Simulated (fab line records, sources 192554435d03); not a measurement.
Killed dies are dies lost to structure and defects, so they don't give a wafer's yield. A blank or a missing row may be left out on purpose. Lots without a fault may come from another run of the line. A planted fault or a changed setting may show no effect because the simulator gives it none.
fab line records | flow n5_finfet
record lots=7 wafers=21
route steps=1938 shown GATE_CUT@478 MOL_CONTACT_COAG@559 BEOL_M0_SAQP@643 BEOL_M0_CUTY@705 BEOL_M0@715 BEOL_M1@753 BEOL_M2@879 BEOL_M3@960
start_h: hours from the record's first day to the start of the lot's first wafer shown | wait_h: hours since the lot's step before | " the same as in the row above | L1.1+2: a row that stands for several wafers | - no value, or no start given | * or withheld: withheld | < > ~ a bound
route shown NAME@n: a module of which the file shows steps, and the number in the route of the first | usual: mean/standard deviation of fault-free wafers | same: alike in all rows | chamber/n: place in a boat | sites: the reading at each site | _std_site: their standard deviation | _edge_site: outer sites' mean less inner sites' | radius_mm: how far each site lies from the wafer's centre | mask NAME#n: copy n | behind: the tool/chamber that last shaped the wafer | hold: why the lot was held/for how many hours/how that ended | device: the transistor (n, p or np) that didn't switch | end of line: the same wafers' tests at the end of the route | a step without rows: its recipe alone | killed: dies lost to structure and defects at the first sort, not the wafer's yield | map: a wafer's dies, x killed, . not, _ none there
set.NAME: the setting as run; set.NAME@STEP: as run at that earlier step | model.NAME: the simulator's own value behind a step, which no gauge read
lots whose settings were changed on purpose; a table a step, a row a wafer
## steps
# step N5_GATE_CUT_COAT_34
# recipe resist=SOC temp_c=250 time_s=60 spin_rpm=1500 resist_thk_nm=60
# columns lot.wafer tool chamber start_h wait_h set.spin_rpm model.SOC_of_GATE_CUT_COAT_34.thk_nm
L074.4+5 litho_track-04 0 83.54 0.0 1500 59.6
L074.6 " 0 " " 1500 60
L075.3+5 litho_track-04 0 91.11 0.0 1500 60.4
L075.6 " 0 " " 1500 60.2
L082.2 litho_track-04 0 130.21 0.0 1500 60.2
L082.3 " 0 " " 1653 57.2
L082.5 " 0 " " 1653 57.4
L083.1+5 litho_track-05 0 137.67 0.0 1558 59
L083.2 " 0 " " 1500 60.2
L084.1+4 litho_track-05 0 157.16 0.0 1662 57
L084.3 " 0 " " 1500 59.8
L085.3+6 litho_track-02 0 165.33 0.0 1500 60
L085.4 " 0 " " 1500 60.2
L092.2 litho_track-05 0 200.30 0.0 1500 60
L092.3 " 0 " " 1642 57.4
L092.5 " 0 " " 1500 59.8
# step N5_GATE_CUT_COAT_35
# recipe resist=SiARC temp_c=220 time_s=60 spin_rpm=1500 resist_thk_nm=10
# step N5_GATE_CUT_COAT_27
# recipe resist=underlayer temp_c=205 time_s=60 spin_rpm=1500 resist_thk_nm=10
# step N5_GATE_CUT_ETCH_28
# recipe chemistry=N2/H2 target=underlayer target_depth_a=130 mask_material=CAR-EUV time_s=10.4 ion_energy_ev=200 pressure_mtorr=30 source_w=840 bias_w=150 n2_flow_sccm=200 h2_flow_sccm=200 ends=cleared
# step N5_GATE_CUT_ETCH_36
# recipe chemistry=CF4 target=SiARC target_depth_a=130 mask_material=CAR-EUV time_s=21.7 ion_energy_ev=80 pressure_mtorr=40 source_w=545 bias_w=36 Ar_flow_sccm=100 cf4_flow_sccm=100 ends=cleared
# step N5_GATE_CUT_ETCH_37
# recipe chemistry=N2/H2 target=SOC target_depth_a=600 overetch_a=120 mask_material=SiARC temp_c=40 time_s=90 ion_energy_ev=200 pressure_mtorr=30 source_w=840 bias_w=150 n2_flow_sccm=200 h2_flow_sccm=200
# columns lot.wafer tool chamber start_h wait_h set.spin_rpm@GATE_CUT_COAT_34 model.etch.depth_nm
L074.4 rie_diel-06 2 84.01 0.0 1500 59.61
L074.5 " 3 " " 1500 59.67
L074.6 " 0 " " 1500 60.02
L075.3 rie_diel-06 3 91.71 0.0 1500 60.34
L075.5 " 1 " " 1500 60.45
L075.6 " 2 " " 1500 60.19
L082.2 rie_diel-06 0 130.69 0.0 1500 60.16
L082.3 " 1 " " 1653 57.19
L082.5 " 3 " " 1653 57.31
L083.1 rie_diel-01 3 144.41 0.0 1558 58.96
L083.2 " 0 " " 1500 60.13
L083.5 " 2 " " 1558 59.03
L084.1 rie_diel-03 2 157.64 0.0 1662 57
L084.3 " 0 " " 1500 59.8
L084.4 " 3 " " 1662 56.93
L085.3 rie_diel-01 2 166.05 0.0 1500 60.08
L085.4 " 2 " " 1500 60.11
L085.6 " 0 " " 1500 60.05
L092.2 rie_diel-06 1 201.14 0.0 1500 60.04
L092.3 " 2 " " 1642 57.3
L092.5 " 3 " " 1500 59.87
# step N5_GATE_CUT_STRIP_38
# recipe chemistry=N2/H2 temp_c=40 n2_flow_sccm=200 h2_flow_sccm=200 rf_frequency_hz=6e+07
# step N5_GATE_CUT_STRIP_39
# recipe chemistry=N2/H2 temp_c=40 n2_flow_sccm=200 h2_flow_sccm=200 rf_frequency_hz=6e+07
# step N5_GATE_CUT_HM_OPEN_40
# recipe chemistry=C4F6/O2 target=SiO2 mask_material=SiARC target_depth_a=1390 time_s=85.1 ion_energy_ev=250 pressure_mtorr=30 source_w=345 bias_w=185 Ar_flow_sccm=300 C4F6_flow_sccm=10 O2_flow_sccm=10 ends=cleared
# columns lot.wafer tool chamber start_h wait_h set.spin_rpm@GATE_CUT_COAT_34 model.SOC_of_GATE_CUT_COAT_34.thk_nm
L074.4+6 rie_diel-06 2,0 84.10 0.0 1500 32
L074.5 " 3 " " 1500 31.8
L075.3 rie_diel-06 3 91.79 0.0 1500 33.4
L075.5 " 1 " " 1500 33
L075.6 " 2 " " 1500 32.6
L082.2 rie_diel-06 0 130.77 0.0 1500 33.2
L082.3 " 1 " " 1653 30.4
L082.5 " 3 " " 1653 29.8
L083.1 rie_diel-01 3 144.49 0.0 1558 31.6
L083.2 " 0 " " 1500 33.2
L083.5 " 2 " " 1558 31.2
L084.1 rie_diel-03 2 157.72 0.0 1662 30
L084.3 " 0 " " 1500 32.8
L084.4 " 3 " " 1662 29.2
L085.3+6 rie_diel-01 2,0 166.13 0.0 1500 33.4
L085.4 " 2 " " 1500 33
L092.2 rie_diel-06 1 201.22 0.0 1500 33.2
L092.3 " 2 " " 1642 30.4
L092.5 " 3 " " 1500 31.8
# step N5_MOL_CONTACT_COAG_ALD_27
# recipe material=SiOC target_thk_a=170 temp_c=400 ald_precursor_family=carbosiloxane ald_co_reactant=H2-plasma pulse_time_s=1.5 time_s=2720 purge_time_s=2 co_reactant_purge_time_s=2 ald_cycles=340 pressure_torr=2
# columns lot.wafer tool chamber start_h wait_h set.time_s model.SiOC_of_MOL_CONTACT_COAG_ALD_27.thk_nm
L074.4+6 ald_sin-01 0 95.77 0.5 2720 16.8
L074.5 " 3 " " 3211 16.8
L075.3 ald_sin-04 2 104.95 0.0 3176 17
L075.5 " 1 " " 2720 16.8
L075.6 " 2 " " 2720 17
L082.2 ald_sin-04 2 153.34 0.1 2450 15.2
L082.3 " 3 " " 2450 15.4
L082.5 " 1 " " 2720 17
L083.1 ald_sin-02 3 157.87 0.5 2720 17
L083.2 " 2 " " 2458 15.4
L083.5 " 2 " " 2458 15.2
L084.1+3+4 ald_sin-01 3,2,1 171.77 1.0 2878 17
L085.3+4+6 ald_sin-01 0,3,0 175.25 0.0 2720 17
L092.2+3 ald_sin-02 0,3 212.90 0.0 2720 17
L092.5 " 0 " " 3023 17.2
# step N5_MOL_CONTACT_COAG_ALD_131
# recipe material=SiO2 target_thk_a=50 temp_c=100 ald_precursor_family=BDEAS ald_co_reactant=O2-plasma pulse_time_s=1 co_reactant_pulse_time_s=1 purge_time_s=2 co_reactant_purge_time_s=2 ald_cycles=35 pressure_torr=2
# columns lot.wafer tool chamber start_h wait_h set.ald_cycles model.SiO2_of_MOL_CONTACT_COAG_ALD_131.thk_nm
L074.4+6 ald_sin-02 1,2 100.45 0.1 40 5.8
L074.5 " 1 " " 40 5.6
L075.3+6 ald_sin-01 0,3 107.95 0.1 35 5
L075.5 " 2 " " 34 4.8
L082.2+5 ald_sin-02 3,1 156.47 0.1 38 5.4
L082.3 " 0 " " 35 5
L083.1+2 ald_sin-02 2,1 162.01 0.1 35 5
L083.5 " 3 " " 39 5.6
L084.1 ald_sin-02 3 175.12 0.1 35 5
L084.3+4 " 0,2 " " 29 4.2
L085.3+4+6 ald_sin-04 2,1,2 178.81 0.1 35 5
L092.2 ald_sin-04 3 216.02 0.1 38 5.4
L092.3+5 " 2,0 " " 35 5
# step N5_MOL_CONTACT_COAG_ETCH_91
# recipe chemistry=N2/H2 target=SOC target_depth_a=600 overetch_a=210 mask_material=SiARC temp_c=40 time_s=101.2 ion_energy_ev=200 pressure_mtorr=30 source_w=840 bias_w=150 n2_flow_sccm=200 h2_flow_sccm=200
# columns lot.wafer tool chamber start_h wait_h set.time_s model.SiARC_of_MOL_CONTACT_COAG_COAT_76.thk_nm
L074.4 rie_diel-04 2 100.66 0.0 86.93 6.4
L074.5 " 2 " " 101.2 5.8
L074.6 " 3 " " 101.2 6
L075.3 rie_diel-04 1 108.16 0.0 101.2 5.8
L075.5 " 1 " " 84.16 6.6
L075.6 " 2 " " 84.16 6.4
L082.2 rie_diel-04 3 156.77 0.0 93.5 6.2
L082.3+5 " 0,2 " " 101.2 5.8
L083.1+5 rie_diel-04 0,3 162.32 0.0 101.2 5.8
L083.2 " 3 " " 112.2 5.4
L084.1+3+4 rie_diel-04 1,0,2 175.37 0.0 101.2 5.8
L085.3 rie_diel-04 0 179.16 0.0 101.2 5.8
L085.4+6 " 1 " " 101.2 6
L092.2 rie_diel-02 3 216.27 0.0 116.5 5.2
L092.3+5 " 1,0 " " 101.2 5.8
# step N5_BEOL_M0_SAQP_COAT_08
# recipe resist=CAR-ArF spin_rpm=1500 resist_thk_nm=90
# columns lot.wafer tool chamber start_h wait_h set.spin_rpm model.CAR-ArF_of_BEOL_M0_SAQP_COAT_08.thk_nm
L074.4+5 litho_track-05 0 - - 1500 89.8
L074.6 " 0 " " 1639 86
L075.3+5+6 litho_track-03 0 - - 1500 90
L082.2+3 litho_track-05 0 - - 1664 85.6
L082.5 " 0 " " 1500 90
L083.1 litho_track-02 0 - - 1367 94.2
L083.2 " 0 " " 1500 90
L083.5 " 0 " " 1367 94.4
L084.1 litho_track-02 0 - - 1552 88.8
L084.3 " 0 " " 1552 88.6
L084.4 " 0 " " 1500 90.4
L085.3 litho_track-03 0 - - 1500 89.8
L085.4+6 " 0 " " 1500 89.6
L092.2+5 litho_track-05 0 - - 1500 90.2
L092.3 " 0 " " 1625 86.6
# step N5_BEOL_M0_SAQP_DESCUM_19
# recipe chemistry=O2 time_s=7.9 source_power_w=50 bias_power_w=20 pressure_mtorr=20 rf_frequency_hz=2.712e+07 temp_c=40 resist=CAR-ArF o2_flow_sccm=225
# columns lot.wafer tool chamber start_h wait_h set.time_s set.spin_rpm@BEOL_M0_SAQP_COAT_08 model.CAR-ArF_of_BEOL_M0_SAQP_COAT_08.thk_nm
L074.4 rie_diel-03 3 110.38 0.0 6.348 1500 84.2
L074.5 " 3 " " 7.9 1500 83.2
L074.6 " 2 " " 6.348 1639 80.4
L075.3+6 rie_diel-01 0,2 144.97 1.5 7.9 1500 83.4
L075.5 " 3 " " 9.046 1500 82.8
L082.2+3 rie_diel-06 2,0 166.44 0.0 7.9 1664 79
L082.5 " 3 " " 7.9 1500 83.4
L083.1 rie_diel-01 2 171.24 0.0 9.612 1367 86.6
L083.2 " 1 " " 7.9 1500 83.4
L083.5 " 2 " " 7.9 1367 87.8
L084.1 rie_diel-03 2 183.02 0.1 7.9 1552 82.2
L084.3 " 0 " " 6.499 1552 83
L084.4 " 3 " " 6.499 1500 84.8
L085.3 rie_diel-01 3 186.77 0.1 7.9 1500 83.2
L085.4+6 " 2 " " 7.9 1500 83
L092.2+5 rie_diel-03 0 223.80 0.0 7.135 1500 84.2
L092.3 " 1 " " 7.135 1625 80.6
# step N5_BEOL_M0_CUTY_EXPOSE_54
# recipe mask_id=M0_ABLK na=1.35 source_shape=conventional sigma_outer=0.8 polarization=unpolarized dose_mj=36
# columns lot.wafer tool chamber start_h wait_h mask set.dose_mj
L074.4+5+6 arfi_scanner-02 0 115.91 - M0_ABLK#0 36
L075.3+5+6 arfi_scanner-01 0 151.07 - M0_ABLK#0 36
L082.2+5 arfi_scanner-03 0 171.30 - M0_ABLK#0 34.28
L082.3 " 0 " " M0_ABLK#0 36
L083.1+5 arfi_scanner-03 0 176.24 - M0_ABLK#0 36.87
L083.2 " 0 " " M0_ABLK#0 36
L084.1+4 arfi_scanner-03 0 190.78 - M0_ABLK#0 35.07
L084.3 " 0 " " M0_ABLK#0 36
L085.3+4+6 arfi_scanner-01 0 193.53 - M0_ABLK#0 36
L092.2+5 arfi_scanner-02 0 230.66 - M0_ABLK#0 38.53
L092.3 " 0 " " M0_ABLK#0 36
# step N5_BEOL_M0_CUTY_PEB_55
# recipe peb_temp_c=110 peb_time_s=60 resist=CAR-ArF-block
# step N5_BEOL_M0_CUTY_DEVELOP_56
# recipe develop_time_s=30 developer=TMAH resist=CAR-ArF-block rinse_liquid=diw dry=air_spin dev_temp_c=23
# step N5_BEOL_M0_CUTY_CD_MEAS_57
# recipe target_cd_nm=200 landing_energy_ev=500 detector=se_inlens polarity=line
# usual cd_nm=200.1/0.82
# columns lot.wafer tool chamber start_h wait_h set.dose_mj@BEOL_M0_CUTY_EXPOSE_54 cd_nm
L074.4 cd_sem-03 0 116.03 - 36 199.7
L074.5 " 0 " " 36 199.7
L074.6 " 0 " " 36 201.8
L075.3 cd_sem-03 0 151.18 - 36 199.9
L075.5 " 0 " " 36 199.3
L075.6 " 0 " " 36 200.3
L082.2 cd_sem-03 0 171.42 - 34.28 203.9
L082.3 " 0 " " 36 200.4
L082.5 " 0 " " 34.28 204.1
L083.1 cd_sem-01 0 176.36 - 36.87 198.7
L083.2 " 0 " " 36 199.6
L083.5 " 0 " " 36.87 198.4
L084.1 cd_sem-02 0 190.91 - 35.07 202.6
L084.3 " 0 " " 36 200.9
L084.4 " 0 " " 35.07 203.0
L085.3 cd_sem-02 0 193.65 - 36 199.6
L085.4 " 0 " " 36 199.9
L085.6 " 0 " " 36 199.8
L092.2 cd_sem-02 0 230.78 - 38.53 195.7
L092.3 " 0 " " 36 200.4
L092.5 " 0 " " 38.53 196.1
# step N5_BEOL_M0_ETCH_138
# recipe chemistry=CH3F/O2 target_depth_a=120 target=SiCN time_s=31.6 ion_energy_ev=120 pressure_mtorr=30 source_w=395 bias_w=75 Ar_flow_sccm=150 CH3F_flow_sccm=30 O2_flow_sccm=20 ends=cleared
# usual etch_rf_on_time_s=29.0/0.65 rf_vpp_V=297.7/1.2
# columns lot.wafer tool chamber start_h wait_h set.source_w etch_rf_on_time_s rf_vpp_V
L074.4 rie_diel-05 2 116.32 0.0 395 29.2 298.0
L074.5 " 2 " " 395 29.9 296.8
L074.6 " 1 " " 395 29.1 297.4
L075.3 rie_diel-02 2 151.71 0.0 395 29.1 298.0
L075.5 " 0 " " 395 28.8 297.0
L075.6 " 1 " " 342.1 30.5 312.6
L082.2 rie_diel-05 1 171.80 0.0 395 28.9 296.8
L082.3 " 3 " " 395 29.6 300.2
L082.5 " 3 " " 395 29.6 299.1
L083.1 rie_diel-04 0 176.65 0.0 395 28.5 297.5
L083.2 " 2 " " 367.8 28.9 305.6
L083.5 " 3 " " 367.8 29.8 307.2
L084.1 rie_diel-02 0 191.47 0.0 334.3 30.2 312.4
L084.3 " 3 " " 395 28.9 299.0
L084.4 " 1 " " 334.3 30.7 313.1
L085.3 rie_diel-04 3 193.96 0.0 395 28.5 297.8
L085.4 " 2 " " 395 28.9 298.4
L085.6 " 1 " " 395 29.0 299.4
L092.2 rie_diel-05 3 231.12 0.0 368.2 30.7 305.6
L092.3 " 2 " " 368.2 30.2 303.1
L092.5 " 0 " " 395 29.5 296.3
# step N5_BEOL_M1_PECVD_72
# recipe material=SiO2 target_thk_a=160 temp_c=400 precursor=TEOS/O2 pressure_torr=5.5 rf_w=450 teos_flow_sccm=53.8 gas=O2 flow_sccm=3000 time_s=18
# columns lot.wafer tool chamber start_h wait_h set.time_s model.SiO2_of_BEOL_M1_PECVD_72.thk_nm
L074.4 pecvd-02 1 126.39 0.1 19.81 17.8
L074.5 " 2 " " 18 16.2
L074.6 " 0 " " 19.81 17.6
L075.3 pecvd-04 0 158.43 0.0 18 15.8
L075.5+6 " 2,1 " " 15.68 14
L082.2 pecvd-03 2 176.04 0.0 20.59 18
L082.3 " 0 " " 18 16.2
L082.5 " 0 " " 18 16
L083.1 pecvd-04 0 183.18 0.0 18 15.8
L083.2 " 2 " " 16.08 14
L083.5 " 2 " " 18 16
L084.1 pecvd-02 0 195.91 0.0 18 15.6
L084.3+4 " 2 " " 18 15.8
L085.3+6 pecvd-02 1,0 199.94 0.0 18 16.2
L085.4 " 2 " " 18 16
L092.2 pecvd-03 1 238.83 0.0 18 15.4
L092.3 " 0 " " 16.74 14.8
L092.5 " 1 " " 16.74 14.6
# step N5_BEOL_M1_HM_DEP_02
# recipe material=TiN target_thk_a=200 temp_c=25 chamber_pressure_pa=0.49996
# step N5_BEOL_M1_COAT_61
# recipe resist=SOC temp_c=250 time_s=60 spin_rpm=1500 resist_thk_nm=60
# step N5_BEOL_M1_STRIP_97
# recipe chemistry=N2/H2 time_s=10 power_w=450 temp_c=40 pressure_mtorr=20 rf_frequency_hz=6e+07 bias_power_w=7 n2_flow_sccm=200 h2_flow_sccm=200
# step N5_BEOL_M1_HM_STRIP_39
# recipe chemistry=peroxide_tin_strip material=TiN target_depth_a=250 temp_c=50 time_s=158
# columns lot.wafer tool chamber start_h wait_h set.time_s@BEOL_M1_PECVD_72 model.SiO2_of_BEOL_M1_PECVD_72.thk_nm
L074.4+6 wet_bench-06 1,7 134.63 0.0 19.81 17.6
L074.5 " 4 " " 18 16
L075.3 wet_bench-05 0 165.53 0.0 18 15.8
L075.5+6 " 3,4 " " 15.68 13.8
L082.2 wet_bench-06 2 190.52 0.0 20.59 17.8
L082.3 " 5 " " 18 16
L082.5 " 4 " " 18 15.8
L083.1+5 wet_bench-03 1,4 198.34 0.0 18 15.8
L083.2 " 7 " " 16.08 13.8
L084.1 wet_bench-06 3 200.97 0.0 18 15.4
L084.3+4 " 2,6 " " 18 15.6
L085.3+6 wet_bench-06 7,1 203.78 0.0 18 16
L085.4 " 2 " " 18 15.8
L092.2 wet_bench-03 7 243.42 0.0 18 15.2
L092.3 " 3 " " 16.74 14.6
L092.5 " 2 " " 16.74 14.4
# step N5_BEOL_M2_DESCUM_33
# recipe chemistry=O2 time_s=7 source_power_w=50 bias_power_w=20 pressure_mtorr=20 rf_frequency_hz=2.712e+07 temp_c=40 resist=CAR-EUV o2_flow_sccm=225
# columns lot.wafer tool chamber start_h wait_h set.time_s model.CAR-EUV_of_BEOL_M2_COAT_22.thk_nm
L074.4+6 rie_diel-05 2 149.00 1.8 7 26
L074.5 " 1 " " 7.821 25.6
L075.3+5+6 rie_diel-02 1,1,0 172.23 0.0 7 26
L082.2+3 rie_diel-04 0,2 198.41 0.1 7.933 25.6
L082.5 " 3 " " 7 26
L083.1 rie_diel-02 1 205.95 0.1 7 26.2
L083.2 " 2 " " 7 26
L083.5 " 2 " " 7.87 25.6
L084.1 rie_diel-04 2 206.78 0.0 7 26.2
L084.3 " 1 " " 5.438 26.8
L084.4 " 0 " " 7 26
L085.3+4+6 rie_diel-04 1,0,0 211.46 0.0 7 26.2
L092.2+5 rie_diel-05 2,0 250.70 0.0 7 26.2
L092.3 " 3 " " 7.65 25.8
# step N5_BEOL_M2_ETCH_77
# recipe chemistry=N2/H2 target=underlayer target_depth_a=65 mask_material=CAR-EUV time_s=5.2 ion_energy_ev=200 pressure_mtorr=30 source_w=840 bias_w=150 n2_flow_sccm=200 h2_flow_sccm=200 ends=cleared
# columns lot.wafer tool chamber start_h wait_h set.time_s@BEOL_M2_DESCUM_33 model.CAR-EUV_of_BEOL_M2_COAT_22.thk_nm
L074.4+6 rie_diel-05 2 149.04 0.0 7 20.4
L074.5 " 1 " " 7.821 20
L075.3+6 rie_diel-02 1,0 172.27 0.0 7 20.2
L075.5 " 1 " " 7 20.4
L082.2+3 rie_diel-04 0,2 198.45 0.0 7.933 19.8
L082.5 " 3 " " 7 20.4
L083.1+2 rie_diel-02 1,2 205.99 0.0 7 20.4
L083.5 " 2 " " 7.87 20
L084.1 rie_diel-04 2 206.82 0.0 7 20.4
L084.3 " 1 " " 5.438 21.2
L084.4 " 0 " " 7 20.2
L085.3+4 rie_diel-04 1,0 211.49 0.0 7 20.4
L085.6 " 0 " " 7 20.6
L092.2+5 rie_diel-05 2,0 250.73 0.0 7 20.4
L092.3 " 3 " " 7.65 20
# step N5_BEOL_M2_ETCH_69
# recipe chemistry=CF4 target=SiARC target_depth_a=156 mask_material=CAR-EUV time_s=26 ion_energy_ev=80 pressure_mtorr=40 source_w=545 bias_w=36 Ar_flow_sccm=100 cf4_flow_sccm=100 ends=cleared
# usual etch_rf_on_time_s=26.04/0.29 rf_vpp_V=184.2/0.95
# columns lot.wafer tool chamber start_h wait_h set.bias_w etch_rf_on_time_s rf_vpp_V
L074.4 rie_diel-05 2 149.05 0.0 32.57 26.90 171.5
L074.5 " 1 " " 36 25.91 183.5
L074.6 " 2 " " 32.57 26.93 172.0
L075.3 rie_diel-02 1 172.28 0.0 36 25.88 183.1
L075.5 " 1 " " 36 25.45 186.0
L075.6 " 0 " " 36 25.99 183.1
L082.2 rie_diel-04 0 198.47 0.0 36 26.13 183.5
L082.3 " 2 " " 33.03 26.44 174.2
L082.5 " 3 " " 33.03 26.99 174.9
L083.1 rie_diel-02 1 206.00 0.0 36 25.89 185.0
L083.2 " 2 " " 36 25.98 184.3
L083.5 " 2 " " 36 25.84 183.6
L084.1 rie_diel-04 2 206.83 0.0 30.45 27.44 162.8
L084.3 " 1 " " 30.45 27.88 167.8
L084.4 " 0 " " 36 26.17 183.3
L085.3 rie_diel-04 1 211.51 0.0 36 26.28 184.8
L085.4 " 0 " " 36 26.09 183.5
L085.6 " 0 " " 36 26.04 184.4
L092.2 rie_diel-05 2 250.75 0.0 36 25.86 183.5
L092.3 " 3 " " 37.88 25.75 190.3
L092.5 " 0 " " 36 25.95 182.9
# step N5_BEOL_M3_COAT_22
# recipe resist=CAR-EUV spin_rpm=1500 resist_thk_nm=30
# columns lot.wafer tool chamber start_h wait_h set.spin_rpm model.CAR-EUV_of_BEOL_M3_COAT_22.thk_nm
L074.4+5 litho_track-01 0 - - 1500 30.2
L074.6 " 0 " " 1500 30
L075.3+5+6 litho_track-01 0 - - 1500 30
L082.2 litho_track-01 0 - - 1595 28.8
L082.3+5 " 0 " " 1595 29
L083.1+5 litho_track-04 0 - - 1641 28.6
L083.2 " 0 " " 1500 30
L084.1+3 litho_track-04 0 - - 1500 30
L084.4 " 0 " " 1589 29.2
L085.3+6 litho_track-01 0 - - 1500 30
L085.4 " 0 " " 1500 30.2
L092.2 litho_track-03 0 - - 1500 30
L092.3 " 0 " " 1343 31.6
L092.5 " 0 " " 1343 31.8
## key
split step=N5_GATE_CUT_COAT_34 setting=spin_rpm stated=1500 by=wafer
response step=N5_GATE_CUT_COAT_34 reading=model.SOC_of_GATE_CUT_COAT_34.thk_nm change=-0.271 per=1% r=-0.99
response step=N5_GATE_CUT_ETCH_37 reading=model.etch.depth_nm change=-0.276 per=1% r=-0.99
response step=N5_GATE_CUT_HM_OPEN_40 reading=model.SOC_of_GATE_CUT_COAT_34.thk_nm change=-0.286 per=1% r=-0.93
split step=N5_MOL_CONTACT_COAG_ALD_27 setting=time_s stated=2720 by=wafer
response step=N5_MOL_CONTACT_COAG_ALD_27 reading=model.SiOC_of_MOL_CONTACT_COAG_ALD_27.thk_nm shape=bent at_lowest=15.3 at_stated=16.95 at_highest=16.8
split step=N5_MOL_CONTACT_COAG_ALD_131 setting=ald_cycles stated=35 by=wafer
response step=N5_MOL_CONTACT_COAG_ALD_131 reading=model.SiO2_of_MOL_CONTACT_COAG_ALD_131.thk_nm change=+0.0483 per=1% r=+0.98
split step=N5_MOL_CONTACT_COAG_ETCH_91 setting=time_s stated=101.2 by=wafer
response step=N5_MOL_CONTACT_COAG_ETCH_91 reading=model.SiARC_of_MOL_CONTACT_COAG_COAT_76.thk_nm change=-0.0398 per=1% r=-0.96
split step=N5_BEOL_M0_SAQP_COAT_08 setting=spin_rpm stated=1500 by=wafer
response step=N5_BEOL_M0_SAQP_COAT_08 reading=model.CAR-ArF_of_BEOL_M0_SAQP_COAT_08.thk_nm change=-0.43 per=1% r=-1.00
response step=N5_BEOL_M0_SAQP_DESCUM_19 reading=model.CAR-ArF_of_BEOL_M0_SAQP_COAT_08.thk_nm change=-0.41 per=1% r=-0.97
split step=N5_BEOL_M0_SAQP_DESCUM_19 setting=time_s stated=7.9 by=wafer
response none clear
split step=N5_BEOL_M0_CUTY_EXPOSE_54 setting=dose_mj stated=36 by=wafer
response step=N5_BEOL_M0_CUTY_CD_MEAS_57 reading=cd_nm change=-0.657 per=1% r=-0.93
split step=N5_BEOL_M0_ETCH_138 setting=source_w stated=395 by=wafer
response step=N5_BEOL_M0_ETCH_138 reading=etch_rf_on_time_s change=* per=1% r=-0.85
response step=N5_BEOL_M0_ETCH_138 reading=rf_vpp_V change=-1.04 per=1% r=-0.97
split step=N5_BEOL_M1_PECVD_72 setting=time_s stated=18 by=wafer
response step=N5_BEOL_M1_PECVD_72 reading=model.SiO2_of_BEOL_M1_PECVD_72.thk_nm change=+0.143 per=1% r=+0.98
response step=N5_BEOL_M1_HM_STRIP_39 reading=model.SiO2_of_BEOL_M1_PECVD_72.thk_nm change=+0.15 per=1% r=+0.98
split step=N5_BEOL_M2_DESCUM_33 setting=time_s stated=7 by=wafer
response step=N5_BEOL_M2_DESCUM_33 reading=model.CAR-EUV_of_BEOL_M2_COAT_22.thk_nm change=-0.0338 per=1% r=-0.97
response step=N5_BEOL_M2_ETCH_77 reading=model.CAR-EUV_of_BEOL_M2_COAT_22.thk_nm change=-0.0393 per=1% r=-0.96
split step=N5_BEOL_M2_ETCH_69 setting=bias_w stated=36 by=wafer
response step=N5_BEOL_M2_ETCH_69 reading=etch_rf_on_time_s change=* per=1% r=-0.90
response step=N5_BEOL_M2_ETCH_69 reading=rf_vpp_V change=+1.18 per=1% r=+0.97
split step=N5_BEOL_M3_COAT_22 setting=spin_rpm stated=1500 by=wafer
response step=N5_BEOL_M3_COAT_22 reading=model.CAR-EUV_of_BEOL_M3_COAT_22.thk_nm change=-0.153 per=1% r=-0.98
